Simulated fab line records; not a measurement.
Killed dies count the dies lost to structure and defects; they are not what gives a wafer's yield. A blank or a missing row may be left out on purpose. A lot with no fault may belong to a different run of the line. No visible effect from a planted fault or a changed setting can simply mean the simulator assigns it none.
fab line records / flow n5-finfet
record: lots: 3 wafers: 9 last-day: 16
route steps=1938 shown MOL_CONTACT_COAG@565 BEOL_M4@1111 PASSIVATION@1936
lots untouched by any fault: they come from a run of this same line in which no faults occurred
start-h: hours from the record's opening day to when the first of the lot's shown wafers began / wait-h: how many hours have passed since the lot's step before this one / " as in the row above / L1.1+2: a row that stands for several wafers / - either no value or no given start / * or withheld: withheld / < > ~ a bound
route shown NAME@n: a module of which the file shows steps, and the number in the route of the first / usual: mean/standard deviation taken from wafers without a fault / same: alike in all rows / chamber/n: place in a boat / sites: per-site readings / _std_site: standard deviation of those values / _edge_site: outer sites' mean less inner sites' / radius-mm: for every site, how far away it sits from the centre of the wafer / mask NAME#n: copy n / behind: the most recent tool/chamber to have shaped the wafer / hold: reason for holding the lot/hours on hold/outcome of the hold / device: the n, p or np transistor that did not switch / end of line: tests of these same wafers at the route's end / for a step that has no rows: nothing shown but its recipe / killed: not the wafer's yield, but the dies lost to structure and defects at the first sort / map: a wafer's dies, marking killed ones x, the rest . and places with no die _
set.NAME: the setting the step ran with; set.NAME@STEP: the setting that earlier step ran with / model.NAME: the simulator's own value behind a step, which no gauge read
lots seen at some steps along the route; tables by step, rows by wafer
== steps ==
step: N5_MOL_CONTACT_COAG_COAT_76
recipe: resist: SiARC temp-c: 220 time-s: 60 spin-rpm: 1500 resist-thk-nm: 10
step: N5_MOL_CONTACT_COAG_COAT_77
recipe: resist: underlayer temp-c: 205 time-s: 60 spin-rpm: 1500 resist-thk-nm: 10
step: N5_MOL_CONTACT_COAG_COAT_78
recipe: resist: CAR-EUV spin-rpm: 1500 resist-thk-nm: 40
step: N5_MOL_CONTACT_COAG_EBR_80
recipe: solvent: PGMEA ebr-width-mm: 1.5
step: N5_MOL_CONTACT_COAG_SOFTBAKE_79
recipe: temp-c: 110 time-s: 60 resist: CAR-EUV
step: N5_MOL_CONTACT_COAG_EXPOSE_81
recipe: mask-id: VG na: 0.33 source-shape: annular sigma-inner: 0.3 sigma-outer: 0.7 polarization: unpolarized defocus-nm: 0 dose-mj: 59.5
step: N5_MOL_CONTACT_COAG_PEB_82
recipe: peb-temp-c: 100 peb-time-s: 60 resist: CAR-EUV
step: N5_MOL_CONTACT_COAG_DEVELOP_83
recipe: develop-time-s: 30 developer: TMAH resist: CAR-EUV rinse-liquid: surfactant-rinse dry: air-spin dev-temp-c: 23
step: N5_MOL_CONTACT_COAG_DESCUM_88
recipe: chemistry: O2 time-s: 7 source-power-w: 50 bias-power-w: 20 pressure-mtorr: 20 rf-frequency-hz: 2.712e+07 temp-c: 40 resist: CAR-EUV o2-flow-sccm: 225
step: N5_MOL_CONTACT_COAG_ETCH_89
recipe: chemistry: N2/H2 target: underlayer target-depth-a: 130 mask-material: CAR-EUV time-s: 10.4 ion-energy-ev: 200 pressure-mtorr: 30 source-w: 840 bias-w: 150 n2-flow-sccm: 200 h2-flow-sccm: 200 ends: cleared
usual: drypump-motor-current-A: 5.6/0.43 etch-rf-on-time-s: 10.43/0.22 oes-product-au: 0.65/0.061 rf-fwd-power-W: 819.1/2.4 rf-vpp-V: 523.6/2.7 showerhead-plenum-p-Torr: 2.54/0.097 throttle-valve-pct: 17.85/0.2
lot.wafer=L449.3 tool=rie-diel-02 chamber=1 start-h=111.99 wait-h=0.0 drypump-motor-current-A=5.7 etch-rf-on-time-s=10.19 oes-product-au=0.69 rf-fwd-power-W=820.4 rf-hours-counter-h=109 rf-vpp-V=520.2 showerhead-plenum-p-Torr=2.46 throttle-valve-pct=17.72
lot.wafer=L449.4 tool=rie-diel-02 chamber=2 start-h=111.99 wait-h=0.0 drypump-motor-current-A=5.9 etch-rf-on-time-s=10.63 oes-product-au=0.61 rf-fwd-power-W=818.5 rf-hours-counter-h=201 rf-vpp-V=519.8 showerhead-plenum-p-Torr=2.42 throttle-valve-pct=18.18
lot.wafer=L449.6 tool=rie-diel-02 chamber=2 start-h=111.99 wait-h=0.0 drypump-motor-current-A=5.9 etch-rf-on-time-s=10.61 oes-product-au=0.59 rf-fwd-power-W=817.1 rf-hours-counter-h=- rf-vpp-V=521.0 showerhead-plenum-p-Torr=2.42 throttle-valve-pct=18.18
lot.wafer=L455.1 tool=rie-diel-02 chamber=0 start-h=147.27 wait-h=0.0 drypump-motor-current-A=5.3 etch-rf-on-time-s=10.22 oes-product-au=0.63 rf-fwd-power-W=821.7 rf-hours-counter-h=175 rf-vpp-V=523.5 showerhead-plenum-p-Torr=2.52 throttle-valve-pct=17.67
lot.wafer=L455.4 tool=rie-diel-02 chamber=3 start-h=147.27 wait-h=0.0 drypump-motor-current-A=5.7 etch-rf-on-time-s=10.62 oes-product-au=0.59 rf-fwd-power-W=819.2 rf-hours-counter-h=222 rf-vpp-V=524.7 showerhead-plenum-p-Torr=2.63 throttle-valve-pct=17.87
lot.wafer=L455.6 tool=rie-diel-02 chamber=1 start-h=147.27 wait-h=0.0 drypump-motor-current-A=5.7 etch-rf-on-time-s=10.23 oes-product-au=0.67 rf-fwd-power-W=822.2 rf-hours-counter-h=- rf-vpp-V=521.7 showerhead-plenum-p-Torr=2.45 throttle-valve-pct=17.74
lot.wafer=L461.3 tool=rie-diel-01 chamber=1 start-h=186.12 wait-h=0.0 drypump-motor-current-A=5.3 etch-rf-on-time-s=10.48 oes-product-au=0.59 rf-fwd-power-W=815.5 rf-hours-counter-h=248 rf-vpp-V=522.5 showerhead-plenum-p-Torr=2.50 throttle-valve-pct=18.07
lot.wafer=L461.4 tool=rie-diel-01 chamber=3 start-h=186.12 wait-h=0.0 drypump-motor-current-A=4.9 etch-rf-on-time-s=10.40 oes-product-au=0.73 rf-fwd-power-W=820.1 rf-hours-counter-h=56 rf-vpp-V=528.9 showerhead-plenum-p-Torr=2.70 throttle-valve-pct=17.66
lot.wafer=L461.6 tool=rie-diel-01 chamber=3 start-h=186.12 wait-h=0.0 drypump-motor-current-A=4.9 etch-rf-on-time-s=10.33 oes-product-au=0.73 rf-fwd-power-W=820.5 rf-hours-counter-h=- rf-vpp-V=528.1 showerhead-plenum-p-Torr=2.70 throttle-valve-pct=17.64
step: N5_MOL_CONTACT_COAG_ETCH_90
recipe: chemistry: CF4 target: SiARC target-depth-a: 130 mask-material: CAR-EUV time-s: 21.7 ion-energy-ev: 80 pressure-mtorr: 40 source-w: 545 bias-w: 36 Ar_flow_sccm: 100 cf4-flow-sccm: 100 ends: cleared
step: N5_MOL_CONTACT_COAG_ALD_131
recipe: material: SiO2 target-thk-a: 50 temp-c: 100 ald-precursor-family: BDEAS ald-co-reactant: O2-plasma pulse-time-s: 1 co-reactant-pulse-time-s: 1 purge-time-s: 2 co-reactant-purge-time-s: 2 ald-cycles: 35 pressure-torr: 2
step: N5_MOL_CONTACT_COAG_ETCHBACK_132
recipe: chemistry: CHF3 target: SiO2 target-depth-a: 100 time-s: 6.7 ion-energy-ev: 200 pressure-mtorr: 30 source-w: 610 bias-w: 170 Ar_flow_sccm: 200 CHF3_flow_sccm: 50
step: N5_MOL_CONTACT_COAG_ETCH_91
recipe: chemistry: N2/H2 target: SOC target-depth-a: 600 overetch-a: 210 mask-material: SiARC temp-c: 40 time-s: 101.2 ion-energy-ev: 200 pressure-mtorr: 30 source-w: 840 bias-w: 150 n2-flow-sccm: 200 h2-flow-sccm: 200
step: N5_MOL_CONTACT_COAG_STRIP_92
recipe: chemistry: N2/H2 temp-c: 40 n2-flow-sccm: 200 h2-flow-sccm: 200 rf-frequency-hz: 6e+07
step: N5_MOL_CONTACT_COAG_STRIP_93
recipe: chemistry: N2/H2 temp-c: 40 n2-flow-sccm: 200 h2-flow-sccm: 200 rf-frequency-hz: 6e+07
step: N5_MOL_CONTACT_COAG_ETCHBACK_135
recipe: chemistry: CHF3 target: SiO2 target-depth-a: 250 time-s: 16.7 ion-energy-ev: 200 pressure-mtorr: 30 source-w: 610 bias-w: 170 Ar_flow_sccm: 200 CHF3_flow_sccm: 50
step: N5_MOL_CONTACT_COAG_STRIP_118
recipe: chemistry: CHF3 resist: SiARC rf-frequency-hz: 6e+07
step: N5_MOL_CONTACT_COAG_VIA_ETCH_46
recipe: chemistry: C4F6/O2 target-depth-a: 460 overetch-a: 92 mask-material: SOC target: SiO2 bias-w: 455 pressure-mtorr: 10 time-s: 40 source-w: 325 Ar_flow_sccm: 300 C4F6_flow_sccm: 10 O2_flow_sccm: 10 ion-energy-ev: 575.3 ends: end-point
step: N5_MOL_CONTACT_COAG_STRIP_96
recipe: chemistry: N2/H2 power-w: 500 temp-c: 40 pressure-mtorr: 50 rf-frequency-hz: 6e+07 overash-fraction: 0.3 bias-power-w: 28 h2-frac: 0.5 n2-flow-sccm: 300 h2-flow-sccm: 300
step: N5_MOL_CONTACT_COAG_ETCH_47
recipe: chemistry: CH3F/O2 target: SiNx target-depth-a: 270 mask-material: SiO2 stop-on: W over-etch-frac: 0.2 ion-energy-ev: 120 endpoint: OES-CN pressure-mtorr: 30 source-w: 395 bias-w: 73 Ar_flow_sccm: 150 CH3F_flow_sccm: 30 O2_flow_sccm: 20 ends: end-point
step: N5_MOL_CONTACT_COAG_STRIP_119
recipe: chemistry: N2/H2 time-s: 30 power-w: 1000 temp-c: 250 pressure-mtorr: withheld n2-flow-sccm: 1750 h2-flow-sccm: 3250
step: N5_MOL_CONTACT_COAG_PRECLEAN_144
recipe: chemistry: alkaline-clean temp-c: 60 time-s: 60 do-ppb: 50
step: N5_MOL_CONTACT_COAG_SRD_145
recipe: dry: ipa-marangoni time-s: 30 temp-c: 23 rinse-liquid: diw
step: N5_MOL_CONTACT_COAG_COAT_62
recipe: resist: SOC temp-c: 250 time-s: 60 spin-rpm: 1500 resist-thk-nm: 60
step: N5_MOL_CONTACT_COAG_COAT_63
recipe: resist: SiARC temp-c: 220 time-s: 60 spin-rpm: 1500 resist-thk-nm: 10
step: N5_MOL_CONTACT_COAG_COAT_64
recipe: resist: underlayer temp-c: 205 time-s: 60 spin-rpm: 1500 resist-thk-nm: 10
step: N5_MOL_CONTACT_COAG_COAT_34
recipe: resist: CAR-EUV spin-rpm: 1500 resist-thk-nm: 40
step: N5_MOL_CONTACT_COAG_EBR_36
recipe: solvent: PGMEA ebr-width-mm: 1.5
step: N5_MOL_CONTACT_COAG_SOFTBAKE_35
recipe: temp-c: 110 time-s: 60 resist: CAR-EUV
step: N5_MOL_CONTACT_COAG_EXPOSE_37
recipe: mask-id: VD na: 0.33 source-shape: annular sigma-inner: 0.3 sigma-outer: 0.7 polarization: unpolarized defocus-nm: 0 dose-mj: 62
step: N5_MOL_CONTACT_COAG_PEB_38
recipe: peb-temp-c: 100 peb-time-s: 60 resist: CAR-EUV
step: N5_MOL_CONTACT_COAG_DEVELOP_39
recipe: develop-time-s: 30 developer: TMAH resist: CAR-EUV rinse-liquid: surfactant-rinse dry: air-spin dev-temp-c: 23
step: N5_MOL_CONTACT_COAG_INSPECT_42
recipe: mode: adi inspect-instrument: brightfield
usual: raw-defect-count: 218/63
lot.wafer=L449.3 tool=defect-inspect-02 chamber=- start-h=113.41 wait-h=0.0 raw-defect-count=130
lot.wafer=L449.4 tool=defect-inspect-02 chamber=- start-h=113.41 wait-h=0.0 raw-defect-count=181
lot.wafer=L449.6 tool=defect-inspect-02 chamber=- start-h=113.41 wait-h=0.0 raw-defect-count=177
lot.wafer=L455.1 tool=defect-inspect-01 chamber=- start-h=148.45 wait-h=0.1 raw-defect-count=182
lot.wafer=L455.4 tool=defect-inspect-01 chamber=- start-h=148.45 wait-h=0.1 raw-defect-count=142
lot.wafer=L455.6 tool=defect-inspect-01 chamber=- start-h=148.45 wait-h=0.1 raw-defect-count=467
lot.wafer=L461.3 tool=defect-inspect-02 chamber=- start-h=187.49 wait-h=0.0 raw-defect-count=254
lot.wafer=L461.4 tool=defect-inspect-02 chamber=- start-h=187.49 wait-h=0.0 raw-defect-count=249
lot.wafer=L461.6 tool=defect-inspect-02 chamber=- start-h=187.49 wait-h=0.0 raw-defect-count=256
step: N5_MOL_CONTACT_COAG_DESCUM_45
recipe: chemistry: O2 time-s: 7 source-power-w: 50 bias-power-w: 20 pressure-mtorr: 20 rf-frequency-hz: 2.712e+07 temp-c: 40 resist: CAR-EUV o2-flow-sccm: 225
step: N5_BEOL_M4_RC_MEAS_101
usual: DIBL_N: 36.7/1.8 DIBL_P: 37.0/2.4 IOFF_N: 0.17/0.036 IOFF_P: 0.22/0.042 ION_N: 673/12 ION_P: 462/8.5 SS_N: 71.7/0.62 SS_P: 73.4/0.65 VT_N: 250/3.7 VT_P: -250/3.7
lot.wafer=L449.3 tool=prober-02 chamber=0 start-h=196.30 wait-h=0.3 DIBL_N[mV/V]=37.1 DIBL_P[mV/V]=36.1 IOFF_N[nA/um]=0.16 IOFF_P[nA/um]=0.19 ION_N[uA/um]=673 ION_P[uA/um]=457 SS_N[mV/dec]=72.1 SS_P[mV/dec]=73.2 VT_N[mV]=252 VT_P[mV]=-254
lot.wafer=L449.4 tool=prober-02 chamber=0 start-h=196.30 wait-h=0.3 DIBL_N[mV/V]=35.2 DIBL_P[mV/V]=33.7 IOFF_N[nA/um]=0.12 IOFF_P[nA/um]=0.16 ION_N[uA/um]=646 ION_P[uA/um]=448 SS_N[mV/dec]=72.2 SS_P[mV/dec]=72.8 VT_N[mV]=257 VT_P[mV]=-255
lot.wafer=L449.6 tool=prober-02 chamber=0 start-h=196.30 wait-h=0.3 DIBL_N[mV/V]=37.5 DIBL_P[mV/V]=36.6 IOFF_N[nA/um]=0.17 IOFF_P[nA/um]=0.20 ION_N[uA/um]=672 ION_P[uA/um]=455 SS_N[mV/dec]=72.3 SS_P[mV/dec]=74.3 VT_N[mV]=252 VT_P[mV]=-251
lot.wafer=L455.1 tool=prober-02 chamber=0 start-h=233.61 wait-h=0.0 DIBL_N[mV/V]=38.2 DIBL_P[mV/V]=37.9 IOFF_N[nA/um]=0.17 IOFF_P[nA/um]=0.21 ION_N[uA/um]=674 ION_P[uA/um]=458 SS_N[mV/dec]=71.5 SS_P[mV/dec]=73.7 VT_N[mV]=251 VT_P[mV]=-252
lot.wafer=L455.4 tool=prober-02 chamber=0 start-h=233.61 wait-h=0.0 DIBL_N[mV/V]=35.8 DIBL_P[mV/V]=35.4 IOFF_N[nA/um]=0.13 IOFF_P[nA/um]=0.18 ION_N[uA/um]=653 ION_P[uA/um]=455 SS_N[mV/dec]=70.8 SS_P[mV/dec]=72.8 VT_N[mV]=251 VT_P[mV]=-252
lot.wafer=L455.6 tool=prober-02 chamber=0 start-h=233.61 wait-h=0.0 DIBL_N[mV/V]=37.5 DIBL_P[mV/V]=36.4 IOFF_N[nA/um]=0.16 IOFF_P[nA/um]=0.19 ION_N[uA/um]=669 ION_P[uA/um]=455 SS_N[mV/dec]=71.7 SS_P[mV/dec]=72.4 VT_N[mV]=249 VT_P[mV]=-254
lot.wafer=L461.3 tool=prober-01 chamber=0 start-h=280.53 wait-h=0.3 DIBL_N[mV/V]=39.1 DIBL_P[mV/V]=41.4 IOFF_N[nA/um]=0.23 IOFF_P[nA/um]=0.28 ION_N[uA/um]=696 ION_P[uA/um]=470 SS_N[mV/dec]=72.7 SS_P[mV/dec]=74.9 VT_N[mV]=245 VT_P[mV]=-249
lot.wafer=L461.4 tool=prober-01 chamber=0 start-h=280.53 wait-h=0.3 DIBL_N[mV/V]=35.6 DIBL_P[mV/V]=36.4 IOFF_N[nA/um]=0.15 IOFF_P[nA/um]=0.18 ION_N[uA/um]=664 ION_P[uA/um]=452 SS_N[mV/dec]=72.0 SS_P[mV/dec]=73.4 VT_N[mV]=252 VT_P[mV]=-254
lot.wafer=L461.6 tool=prober-01 chamber=0 start-h=280.53 wait-h=0.3 DIBL_N[mV/V]=34.9 DIBL_P[mV/V]=35.6 IOFF_N[nA/um]=0.14 IOFF_P[nA/um]=0.18 ION_N[uA/um]=665 ION_P[uA/um]=453 SS_N[mV/dec]=71.6 SS_P[mV/dec]=73.1 VT_N[mV]=252 VT_P[mV]=-257
step: N5_PASSIVATION_PROBE_49
usual: defect-limited-yield: 91.1/1.4 killed_at_M0_to_M3: 32/9.3 killed_at_M4_up: 13/5.8 killed-at-contacts: 12/6.3 killed-at-front-end: 44/12 killed-at-other: 3.6/2.7 killed-dies: 104/17 killed-open: 69/13 killed-short: 34/6.9 sort_bin_5_function: 5.2/0.98 sort_bin_6_memory: 3.3/0.59 sort-n-pass: 1075/17 sort-yield-pct: 91.1/1.4
same: gross-dies: 1180 killed-at-back-side: 0 sort_bin_4_leakage[%]: 0 sort_bin_8_speed[%]: 0
lot.wafer=L455.6 tool=prober-01 chamber=- start-h=341.34 wait-h=0.3 defect-limited-yield[%]=86.5 killed_at_M0_to_M3=20 killed_at_M4_up=12 killed-at-contacts=84 killed-at-front-end=37 killed-at-other=6 killed-dies=159 killed-open=64 killed-short=20 sort_bin_5_function[%]=9.2 sort_bin_6_memory[%]=3.3 sort-n-pass=1021 sort-yield-pct[%]=86.5
killed by level:class
L455.6 MOL_CONTACT_COAG:unspecified=74 MOL_CONTACT_COAG:geometric-particle:open=9 STI_FIN_REVEAL:geometric-particle:open=8 DUMMY_GATE:geometric-particle:open=7 GATE_CUT:geometric-particle:short=7 GATE_CUT:geometric-particle:open=5 BEOL_M0:geometric-particle:open=5 BEOL_M4:geometric-particle:open=4
map L455.6 (x killed, . not)
_________________............________________
______________x.......x........._____________
___________...........x..........x.__________
__________x.......x................._________
________.......................x......_______
_______................................______
______x........x........................_____
_____.....................x....x....x.x..____
____...........................x..........___
___......x.................x.x..x..........__
___x.....x..............x..................__
__...........x.............................._
__..........xx.....x.......x................_
_............x.x......x......................
_...x......x.................................
_............................................
_.x..........x.........x..x....x.............
_......x.....................................
_.....x..........x.x.....................x...
_............x.............x..............x..
_........x.........x.........................
__..............x.x................x........_
__.....x.x........x.......x......x.....x...._
___..........x......x...x....xx....x....x..__
___....x...x...................x.....x.x...__
____...xx...xxxx..........x......x..x...x.___
_____...xxxxxxxxxxxxx..............x.....____
______xxx..xxxxxxxxx.x......x..........._____
_______...xxxxxxxxxxx..................______
________.xxxxxxxxxxx.....x..........x._______
__________xxxxxxxxx..x.............x_________
___________xxxxx.xxx.x.......x..x..__________
______________xx.xxx.x........x._____________
_________________...x........________________
map L449.6 (x killed, . not)
_________________x...........________________
______________....x............._____________
___________.........x.x......x.....__________
__________..x....................x.x_________
________.x....x....x..x.x....x......x._______
_______..x.............................______
______...............................x.._____
_____.................x.x................____
____......x...............................___
___....x..x..........x...............x...x.__
___..............x....................x....__
__.......................x............x.x..._
__.......x.............x..x.x..............._
_.x....x...x...................x..xx.....x...
_....x.....x....x......x..x.........x.....x..
_.................x..xx...........x........x.
_...........x.....x........x...............x.
_....x........x.....x.....x...........x.xx...
_......x...x...x.x.....x.............x.......
_.x.....x......x...............x..x........x.
_...x...........x......x...x.....x.xx........
__..............................x..x........_
__............x....x......x.x.....x........x_
___x.................x.....................__
___.........x...x......x.x.......x.........__
____..............xx........x.............___
_____x.....................x.....x.......____
______..x..............x........xx...x.._____
_______......................x.........______
________....x.........x..............._______
__________..x...x..........x........_________
___________........................__________
______________................x._____________
_________________....x.......________________
== key ==
first-sign: step: N5_MOL_CONTACT_COAG_INSPECT_42 reading: raw-defect-count direction: up sigmas: 3.9 usual: 218 struck: 467
effect: step: N5_PASSIVATION_PROBE_49 reading: killed-at-contacts direction: up sigmas: 11 usual: 12 struck: 84
more-kills-born-at: N5_MOL_CONTACT_COAG_ETCH_89@rie-diel-02: 74
met-at N5_MOL_CONTACT_COAG_ETCH_89
struck-wafers L455.6
onset-between 111.99 147.27
fault: kind: chamber-particle-source tool: rie-diel-02 chamber: 1 onset-h: 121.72 steps: N5_MOL_CONTACT_COAG_ETCH_89 rate-per-visit-cm2: 0.40752 end-h: 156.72
